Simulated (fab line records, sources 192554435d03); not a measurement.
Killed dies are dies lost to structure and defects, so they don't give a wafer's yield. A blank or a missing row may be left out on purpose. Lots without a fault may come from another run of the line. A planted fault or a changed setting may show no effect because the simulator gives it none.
fab line records | flow n5_finfet
record lots=12 wafers=34 last_day=18
route steps=1938 shown PMOS_HMC_CHANNEL_EPI@70 FIN_SAQP@96 BEOL_M4@1111
lots that met no fault: from a run of the same line without faults
start_h: hours from the record's first day to the start of the lot's first wafer shown | wait_h: hours since the lot's step before | " the same as in the row above | L1.1+2: a row that stands for several wafers | - no value, or no start given | * or withheld: withheld | < > ~ a bound
route shown NAME@n: a module of which the file shows steps, and the number in the route of the first | usual: mean/standard deviation of fault-free wafers | same: alike in all rows | chamber/n: place in a boat | sites: the reading at each site | _std_site: their standard deviation | _edge_site: outer sites' mean less inner sites' | radius_mm: how far each site lies from the wafer's centre | mask NAME#n: copy n | behind: the tool/chamber that last shaped the wafer | hold: why the lot was held/for how many hours/how that ended | device: the transistor (n, p or np) that didn't switch | end of line: the same wafers' tests at the end of the route | a step without rows: its recipe alone | killed: dies lost to structure and defects at the first sort, not the wafer's yield | map: a wafer's dies, x killed, . not, _ none there
set.NAME: the setting as run; set.NAME@STEP: as run at that earlier step | model.NAME: the simulator's own value behind a step, which no gauge read
steps of the route over a sample of lots; a table a step, a row a wafer
services: from which hour (start_h, from the record's first day; less than 0 if before it) a tool's chamber was out of use, for how many hours, and why
## steps
# step N5_PMOS_HMC_CHANNEL_EPI_HM_OPEN_15
# recipe chemistry=CHF3/O2 target=SiO2 mask_material=CAR-ArF-block target_depth_a=406 CHF3_flow_sccm=50 O2_flow_sccm=5 Ar_flow_sccm=200 time_s=20.3 pressure_mtorr=30 source_w=650 bias_w=170 ion_energy_ev=200
# usual drypump_motor_current_A=5.8/0.37 oes_product_au=0.77/0.068 rf_vpp_V=528/11 showerhead_plenum_p_Torr=2.44/0.086 throttle_valve_pct=18.93/0.17
# columns lot.wafer tool chamber start_h wait_h drypump_motor_current_A oes_product_au rf_hours_counter_h rf_vpp_V showerhead_plenum_p_Torr throttle_valve_pct
L927.2 rie_diel-02 3 18.33 0.0 5.9 0.74 144 523 2.31 18.83
L927.3 " 1 " " 6.1 0.76 148 525 2.51 18.86
L927.4 " 2 " " 5.0 0.77 135 526 2.41 18.69
L928.3 rie_diel-01 0 23.34 0.0 6.0 0.83 99 523 2.33 19.01
L928.5 " 2 " " 5.9 0.77 - 545 2.52 19.04
L929.1 rie_diel-02 1 29.58 0.0 6.1 0.75 151 524 2.51 18.87
L929.2 " 3 " " 5.9 0.73 149 524 2.31 18.86
L929.5 " 0 " " 5.7 0.78 - 523 2.42 18.69
L930.1 rie_diel-05 0 35.19 0.0 5.8 0.91 32 547 2.55 18.85
L930.2 " 1 " " 5.7 0.75 133 531 2.33 19.30
L930.3 " 3 " " 5.6 0.74 175 529 2.51 18.95
L931.3 rie_diel-05 3 41.48 0.0 5.7 0.74 178 531 2.51 18.97
L931.5 " 3 " " 5.6 0.74 - 529 2.51 18.97
L931.6 " 2 " " 5.6 0.74 - 506 2.51 18.91
L932.1 rie_diel-01 2 47.47 0.0 6.0 0.76 144 544 2.51 19.05
L932.4 " 0 " " 6.0 0.82 108 524 2.33 19.01
L932.6 " 3 " " 5.0 0.75 - 525 2.32 18.89
L936.2 rie_diel-02 2 71.57 0.0 5.0 0.77 152 526 2.40 18.70
L936.5 " 2 " " 5.0 0.76 - 527 2.40 18.70
L944.2 rie_diel-05 1 119.58 0.0 5.7 0.72 157 532 2.32 19.31
L944.4 " 2 " " 5.6 0.72 194 507 2.50 18.94
L944.5 " 3 " " 5.6 0.72 - 530 2.50 19.00
L947.1 rie_diel-05 0 137.69 0.0 5.9 0.86 60 548 2.54 18.90
L947.2 " 2 " " 5.6 0.72 199 506 2.50 18.94
L947.5 " 0 " " 5.9 0.85 - 548 2.54 18.88
L948.2 rie_diel-02 0 144.47 0.0 5.7 0.74 151 523 2.41 18.76
L948.3 " 1 " " 6.2 0.72 182 524 2.50 18.92
L948.5 " 0 " " 5.7 0.74 - 520 2.41 18.76
L949.2 rie_diel-01 2 149.49 0.0 5.9 0.73 176 544 2.50 19.09
L949.4 " 1 " " 6.5 0.90 31 522 2.44 18.64
L949.6 " 1 " " 6.5 0.91 - 521 2.44 18.66
L950.2 rie_diel-02 1 155.35 0.0 6.2 0.73 185 525 2.50 18.90
L950.3 " 2 " " 5.0 0.74 179 526 2.39 18.74
L950.6 " 1 " " 6.2 0.73 - 526 2.50 18.93
# step N5_FIN_SAQP_HM_DEP_03
# recipe material=SiNx target_thk_a=380 temp_c=400 precursor=SiH4/NH3/N2 pressure_torr=1.5 rf_w=300 time_s=33.6
# usual heater_power_w=750/95 showerhead_plenum_p_Torr=5.11/0.057 throttle_valve_pct=39.8/1.6
# columns lot.wafer tool chamber start_h wait_h heater_power_w showerhead_plenum_p_Torr throttle_valve_pct
L927.2 pecvd-01 0 23.06 0.2 701 5.12 42.9
L927.3 " 2 " " 717 5.08 38.4
L927.4 " 1 " " 522 5.09 39.9
L928.3 pecvd-01 2 26.82 0.1 734 5.08 38.4
L928.5 " 2 " " 717 5.07 38.5
L929.1 pecvd-01 1 33.55 0.2 571 5.09 40.1
L929.2 " 0 " " 725 5.13 43.4
L929.5 " 0 " " 687 5.13 43.3
L930.1 pecvd-02 0 38.40 0.2 744 5.16 38.4
L930.2 " 1 " " 930 4.96 43.6
L930.3 " 2 " " 638 5.04 38.2
L931.3 pecvd-04 0 45.10 0.2 721 5.07 39.8
L931.5 " 2 " " 813 5.12 38.1
L931.6 " 0 " " 708 5.06 39.7
L932.1 pecvd-04 2 51.08 0.3 887 5.14 38.1
L932.4 " 2 " " 853 5.12 38.0
L932.6 " 1 " " 838 5.18 40.0
L936.2 pecvd-04 0 75.09 0.2 683 5.05 39.5
L936.5 " 2 " " 854 5.12 38.3
L944.2 pecvd-02 1 122.91 0.2 810 4.97 43.7
L944.4 " 1 " " 823 4.97 43.4
L944.5 " 2 " " 710 5.03 38.4
L947.1 pecvd-01 1 142.26 0.2 632 5.09 39.8
L947.2 " 2 " " 670 5.08 39.5
L947.5 " 0 " " 652 5.13 43.2
L948.2 pecvd-02 2 148.02 0.2 723 5.04 38.4
L948.3 " 1 " " 827 4.98 43.4
L948.5 " 0 " " 701 5.17 38.6
L949.2 pecvd-04 2 153.90 0.2 827 5.12 37.9
L949.4 " 2 " " 839 5.12 38.1
L949.6 " 1 " " 751 5.19 39.8
L950.2 pecvd-04 2 158.66 0.2 947 5.13 38.1
L950.3 " 0 " " 683 5.06 40.2
L950.6 " 2 " " 959 5.14 38.1
# step N5_FIN_SAQP_THK_MEAS_05
# usual thk_nm=38.1/0.53
# columns lot.wafer tool chamber start_h wait_h thk_nm
L927.2 film_metro-01 - 23.15 0.1 37.7
L927.3 " - " " 37.4
L927.4 " - " " 37.4
L928.3 film_metro-01 - 26.91 0.1 37.9
L928.5 " - " " 38.6
L929.1 film_metro-01 - 33.63 0.1 38.3
L929.2 " - " " 38.8
L929.5 " - " " 39.2
L930.1 film_metro-01 - 38.49 0.1 38.3
L930.2 " - " " 38.3
L930.3 " - " " 39.1
L931.3 film_metro-01 - 45.18 0.1 39.0
L931.5 " - " " 38.2
L931.6 " - " " 39.0
L932.1 film_metro-01 - 51.17 0.1 38.2
L932.4 " - " " 38.8
L932.6 " - " " 38.2
L936.2 film_metro-02 - 75.19 0.1 25.8
L936.5 " - " " 38.5
L944.2 film_metro-02 - 123.00 0.1 37.3
L944.4 " - " " 38.5
L944.5 " - " " 38.4
L947.1 film_metro-02 - 142.35 0.1 37.7
L947.2 " - " " 37.7
L947.5 " - " " 38.3
L948.2 film_metro-02 - 148.11 0.1 38.3
L948.3 " - " " 38.5
L948.5 " - " " 39.0
L949.2 film_metro-02 - 153.99 0.1 38.2
L949.4 " - " " 38.3
L949.6 " - " " 38.3
L950.2 film_metro-01 - 158.75 0.1 37.2
L950.3 " - " " 37.8
L950.6 " - " " 37.9
# step N5_FIN_SAQP_PECVD_47
# recipe material=a-Si target_thk_a=450 temp_c=400 precursor=SiH4/He pressure_torr=3 rf_w=100 time_s=36.3
# usual heater_power_w=793/92 showerhead_plenum_p_Torr=5.63/0.044 throttle_valve_pct=18.4/0.89
# columns lot.wafer tool chamber start_h wait_h heater_power_w showerhead_plenum_p_Torr throttle_valve_pct
L927.2 pecvd-04 0 23.18 0.0 829 5.61 17.9
L927.3 " 1 " " 828 5.71 18.3
L927.4 " 0 " " 822 5.61 18.2
L928.3 pecvd-02 1 26.95 0.0 986 5.55 19.7
L928.5 " 0 " " 840 5.68 17.5
L929.1 pecvd-04 1 33.67 0.0 888 5.71 18.4
L929.2 " 0 " " 806 5.60 17.9
L929.5 " 0 " " 821 5.60 18.3
L930.1 pecvd-02 2 38.52 0.0 778 5.57 17.4
L930.2 " 0 " " 732 5.67 17.7
L930.3 " 1 " " 984 5.54 20.1
L931.3 pecvd-01 2 45.22 0.0 812 5.62 17.6
L931.5 " 0 " " 808 5.65 19.7
L931.6 " 2 " " 816 5.61 17.5
L932.1 pecvd-04 1 51.20 0.0 887 5.70 18.2
L932.4 " 2 " " 900 5.65 17.4
L932.6 " 0 " " 802 5.61 17.8
L936.2 pecvd-01 2 75.23 0.0 782 5.62 18.0
L936.5 " 2 " " 762 5.62 17.7
L944.2 pecvd-01 1 123.04 0.0 657 5.63 18.0
L944.4 " 0 " " 744 5.66 19.7
L944.5 " 1 " " 649 5.64 18.0
L947.1 pecvd-02 1 142.39 0.0 875 5.55 19.9
L947.2 " 2 " " 752 5.60 17.9
L947.5 " 0 " " 828 5.69 17.4
L948.2 pecvd-04 2 148.15 0.0 939 5.67 17.2
L948.3 " 1 " " 901 5.70 18.1
L948.5 " 0 " " 798 5.61 18.0
L949.2 pecvd-01 1 154.03 0.0 668 5.64 18.1
L949.4 " 0 " " 745 5.66 19.7
L949.6 " 2 " " 781 5.61 17.9
L950.2 pecvd-02 2 158.78 0.0 815 5.59 17.7
L950.3 " 0 " " 824 5.68 17.5
L950.6 " 1 " " 874 5.55 20.1
# step N5_FIN_SAQP_INSPECT_18
# recipe mode=adi inspect_instrument=brightfield
# usual raw_defect_count=426/120
# columns lot.wafer tool chamber start_h wait_h raw_defect_count
L927.2 defect_inspect-02 - 23.78 0.0 396
L927.3 " - " " 357
L927.4 " - " " 427
L928.3 defect_inspect-02 - 27.54 0.0 585
L928.5 " - " " 506
L929.1 defect_inspect-02 - 34.37 0.0 556
L929.2 " - " " 346
L929.5 " - " " 638
L930.1 defect_inspect-02 - 39.27 0.0 358
L930.2 " - " " 395
L930.3 " - " " 363
L931.3 defect_inspect-02 - 45.94 0.0 566
L931.5 " - " " 604
L931.6 " - " " 497
L932.1 defect_inspect-02 - 51.80 0.0 344
L932.4 " - " " 272
L932.6 " - " " 396
L936.2 defect_inspect-01 - 75.94 0.0 266
L936.5 " - " " 286
L944.2 defect_inspect-02 - 123.63 0.0 304
L944.4 " - " " 470
L944.5 " - " " 296
L947.1 defect_inspect-02 - 143.10 0.0 354
L947.2 " - " " 320
L947.5 " - " " 370
L948.2 defect_inspect-02 - 148.87 0.0 369
L948.3 " - " " 312
L948.5 " - " " 588
L949.2 defect_inspect-01 - 154.74 0.0 447
L949.4 " - " " 445
L949.6 " - " " 367
L950.2 defect_inspect-02 - 159.50 0.0 405
L950.3 " - " " 321
L950.6 " - " " 269
# step N5_FIN_SAQP_HM_OPEN_33
# recipe chemistry=CH3F/O2 target=SiNx mask_material=SiO2 target_depth_a=494 time_s=70.6 pressure_mtorr=30 source_w=395 bias_w=73 Ar_flow_sccm=150 CH3F_flow_sccm=30 O2_flow_sccm=20 ion_energy_ev=120 ends=cleared
# usual drypump_motor_current_A=5.7/0.66 etch_rf_on_time_s=69.4/1.7 oes_product_au=0.69/0.09 rf_vpp_V=296/5.5 showerhead_plenum_p_Torr=1.96/0.058 throttle_valve_pct=16.38/0.25
# columns lot.wafer tool chamber start_h wait_h drypump_motor_current_A etch_rf_on_time_s oes_product_au rf_hours_counter_h rf_vpp_V showerhead_plenum_p_Torr throttle_valve_pct
L927.2 rie_diel-04 0 27.61 0.1 5.5 68.2 0.69 86 296 1.93 16.21
L927.3 " 2 " " 5.8 68.3 0.63 170 290 2.00 16.51
L927.4 " 0 " " 5.5 67.9 0.69 - 295 1.93 16.22
L928.3 rie_diel-03 2 31.57 0.0 4.8 69.5 0.60 237 306 1.96 16.25
L928.5 " 1 " " 6.5 70.6 0.61 - 286 1.92 16.56
L929.1 rie_diel-04 0 38.20 0.0 5.5 71.2 0.68 90 294 1.93 16.23
L929.2 " 1 " " 6.1 69.0 0.84 1 292 1.96 15.98
L929.5 " 0 " " 5.5 72.9 0.68 - 294 1.93 16.23
L930.1 rie_diel-04 0 43.39 0.3 5.5 69.7 0.68 93 293 1.93 16.22
L930.2 " 2 " " 5.9 69.6 0.63 175 291 1.99 16.49
L930.3 " 3 " " 5.6 69.0 0.82 13 295 1.98 16.42
L931.3 rie_diel-03 0 50.70 0.2 5.0 71.5 0.57 249 295 2.06 16.91
L931.5 " 0 " " 5.0 70.9 0.56 - 295 2.06 16.91
L931.6 " 3 " " 6.5 72.9 0.59 - 300 1.90 16.55
L932.1 rie_diel-04 2 57.74 0.1 5.8 70.0 0.62 180 291 1.99 16.52
L932.4 " 1 " " 6.1 68.1 0.81 9 291 1.95 15.97
L932.6 " 3 " " 5.7 68.9 0.79 - 296 1.98 16.45
L936.2 rie_diel-03 1 80.48 0.0 6.5 47.8 0.60 190 287 1.91 16.57
L936.5 " 0 " " 5.0 70.4 0.85 - 295 2.06 16.39
L944.2 rie_diel-03 0 128.11 0.0 5.0 66.7 0.79 21 294 2.05 16.45
L944.4 " 2 " " 4.8 68.7 0.81 12 305 1.95 15.80
L944.5 " 3 " " 6.5 66.9 0.85 - 307 2.15 16.08
L947.1 rie_diel-06 0 146.86 0.0 5.2 69.5 0.74 49 299 1.96 16.33
L947.2 " 1 " " 4.8 68.8 0.72 82 298 1.94 16.32
L947.5 " 2 " " 5.4 71.1 0.61 - 291 1.90 16.57
L948.2 rie_diel-04 3 153.26 0.0 5.6 68.0 0.74 55 293 1.96 16.52
L948.3 " 1 " " 6.1 68.4 0.75 40 292 1.94 16.05
L948.5 " 1 " " 6.1 69.6 0.75 - 291 1.94 16.05
L949.2 rie_diel-03 3 158.51 0.0 6.5 66.1 0.80 13 306 2.14 16.08
L949.4 " 1 " " 6.6 70.3 0.58 221 286 1.90 16.66
L949.6 " 2 " " 4.8 68.2 0.79 - 304 1.95 15.80
L950.2 rie_diel-03 1 164.49 0.0 6.6 68.8 0.58 223 287 1.90 16.65
L950.3 " 2 " " 4.8 68.3 0.78 26 302 1.95 15.84
L950.6 " 2 " " 4.8 68.7 0.78 - 305 1.95 15.84
# step N5_BEOL_M4_RC_MEAS_101
# usual DIBL_N=36.0/1.6 DIBL_P=36.1/2 IOFF_N=0.160/0.029 IOFF_P=0.21/0.039 ION_N=675/13 ION_P=464/8.8 SS_N=71.5/0.58 SS_P=73.3/0.65 VT_N=250/3.3 VT_P=-249/3.6
# columns lot.wafer tool chamber start_h wait_h DIBL_N[mV/V] DIBL_P[mV/V] IOFF_N[nA/um] IOFF_P[nA/um] ION_N[uA/um] ION_P[uA/um] SS_N[mV/dec] SS_P[mV/dec] VT_N[mV] VT_P[mV]
L927.2 prober-02 0 164.07 0.2 37.4 36.9 0.164 0.21 676 456 72.0 73.4 247 -252
L927.3 " 0 " " 35.6 34.9 0.128 0.19 659 454 71.5 73.0 251 -253
L927.4 " 0 " " 36.4 33.6 0.141 0.17 662 449 71.6 72.7 254 -255
L928.3 prober-01 0 169.61 0.3 37.5 36.4 0.174 0.24 666 460 71.8 74.0 251 -248
L928.5 " 0 " " 36.0 34.5 0.149 0.21 667 460 71.1 72.7 251 -250
L929.1 prober-01 0 175.16 0.0 34.1 34.5 0.128 0.17 666 456 72.0 72.5 252 -252
L929.2 " 0 " " 36.9 37.5 0.173 0.22 693 473 71.0 73.4 248 -248
L929.5 " 0 " " 33.7 33.5 0.118 0.15 665 452 71.2 72.2 255 -255
L930.1 prober-02 0 186.81 0.0 34.2 34.1 0.121 0.15 653 451 71.7 72.7 254 -259
L930.2 " 0 " " 36.3 36.7 0.150 0.18 673 456 72.6 74.0 252 -255
L930.3 " 0 " " 33.9 33.6 0.110 0.14 649 448 71.4 72.3 255 -259
L931.3 prober-02 0 191.35 0.3 33.7 35.3 0.146 0.19 678 463 71.2 73.1 250 -252
L931.5 " 0 " " 32.2 33.5 0.118 0.17 675 466 70.8 72.7 253 -250
L931.6 " 0 " " 35.7 37.8 0.175 0.23 678 463 70.7 73.7 247 -249
L932.1 prober-02 0 204.65 0.0 38.0 36.8 0.166 0.23 681 471 71.6 73.6 250 -248
L932.4 " 0 " " 36.7 35.3 0.154 0.22 677 465 70.8 73.0 250 -249
L932.6 " 0 " " 37.5 37.1 0.152 0.23 670 465 72.2 73.3 252 -247
L936.2 prober-02 0 220.17 0.2 37.2 37.4 0.182 0.23 687 472 72.2 73.9 246 -251
L936.5 " 0 " " 37.9 37.8 0.186 0.24 688 472 72.2 73.6 245 -248
L944.2 prober-01 0 268.24 0.2 37.1 38.1 0.203 0.22 685 463 71.5 73.6 245 -248
L944.4 " 0 " " 35.7 36.5 0.154 0.20 661 463 71.4 73.8 248 -248
L944.5 " 0 " " 34.8 35.1 0.144 0.18 670 455 70.7 72.9 250 -253
L948.2 prober-02 0 294.61 0.2 31.8 33.0 0.115 0.18 667 461 70.8 72.4 256 -250
L948.3 " 0 " " 32.8 34.9 0.123 0.21 663 468 71.1 73.2 254 -246
L948.5 " 0 " " 35.6 37.3 0.171 0.24 681 471 71.3 73.8 249 -247
L947.1 prober-02 0 301.11 0.0 35.4 35.1 0.146 0.20 695 478 71.2 72.2 249 -251
L947.2 " 0 " " 36.8 36.5 0.159 0.22 675 466 71.7 73.2 251 -248
L947.5 " 0 " " 38.6 39.2 0.210 0.27 706 479 72.0 74.0 247 -247
L950.2 prober-01 0 302.01 0.2 37.1 39.3 0.192 0.30 682 472 70.9 74.7 245 -242
L950.3 " 0 " " 37.2 38.6 0.181 0.27 677 469 72.6 73.8 247 -246
L950.6 " 0 " " 38.8 40.2 0.234 0.31 687 468 72.1 74.1 244 -242
L949.2 prober-02 0 303.43 0.2 34.6 33.6 0.128 0.19 664 462 70.7 72.0 253 -247
L949.4 " 0 " " 35.0 35.3 0.139 0.21 657 458 71.5 72.9 253 -251
L949.6 " 0 " " 37.1 37.7 0.180 0.25 682 465 71.9 74.1 247 -247
## services
# columns tool chamber start_h hours kind
pecvd-01 - 3.04 0.9 repair
rie_diel-03 0 11.54 4.0 repair
rie_diel-01 3 11.86 17.0 repair
rie_diel-04 2 31.94 2.5 repair
pecvd-04 2 33.62 5.5 scheduled_down
pecvd-04 1 40.02 5.5 scheduled_down
pecvd-02 - 44.26 14.6 pm
pecvd-01 - 50.57 2.8 pm
pecvd-04 2 52.05 2.1 scheduled_down
rie_diel-03 0 54.03 - clean
rie_diel-03 0 54.03 - consumable_replace:focus_ring
rie_diel-01 3 76.84 10.0 repair
rie_diel-06 3 81.71 6.0 repair
pecvd-02 1 87.19 5.5 scheduled_down
rie_diel-05 1 91.99 2.6 repair
rie_diel-02 1 92.88 3.0 repair
rie_diel-03 - 97.60 2.8 pm
pecvd-02 - 104.26 1.2 repair
pecvd-01 2 106.49 2.1 scheduled_down
rie_diel-02 1 113.71 14.4 repair
pecvd-01 - 114.27 1.3 repair
rie_diel-04 1 120.81 9.9 repair
rie_diel-04 0 148.13 8.1 repair
rie_diel-02 1 163.00 10.2 repair
## key
first_sign step=N5_FIN_SAQP_THK_MEAS_05 reading=thk_nm direction=down sigmas=23 usual=* struck=*
effect step=N5_FIN_SAQP_HM_OPEN_33 reading=etch_rf_on_time_s direction=down sigmas=13 usual=* struck=*
met_at N5_FIN_SAQP_HM_DEP_03
struck_lots L936
struck_wafers L936.2
sort_left_out L936.2
not_acting_at N5_PMOS_HMC_CHANNEL_EPI_HM_OPEN_15,N5_FIN_SAQP_PECVD_47,N5_FIN_SAQP_INSPECT_18
onset_between 51.08 75.09
fault kind=process_parameter_drift tool=pecvd-04 chamber=- onset_h=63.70 steps=N5_FIN_SAQP_HM_DEP_03 channel=time_s offset=* shape=step end_h=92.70 scope=struck_wafers_only acts_in=* stated=*
# sort_left_out: the simulated sort isn't trusted on such a fault, so these wafers' sort isn't shown, and their yield isn't known
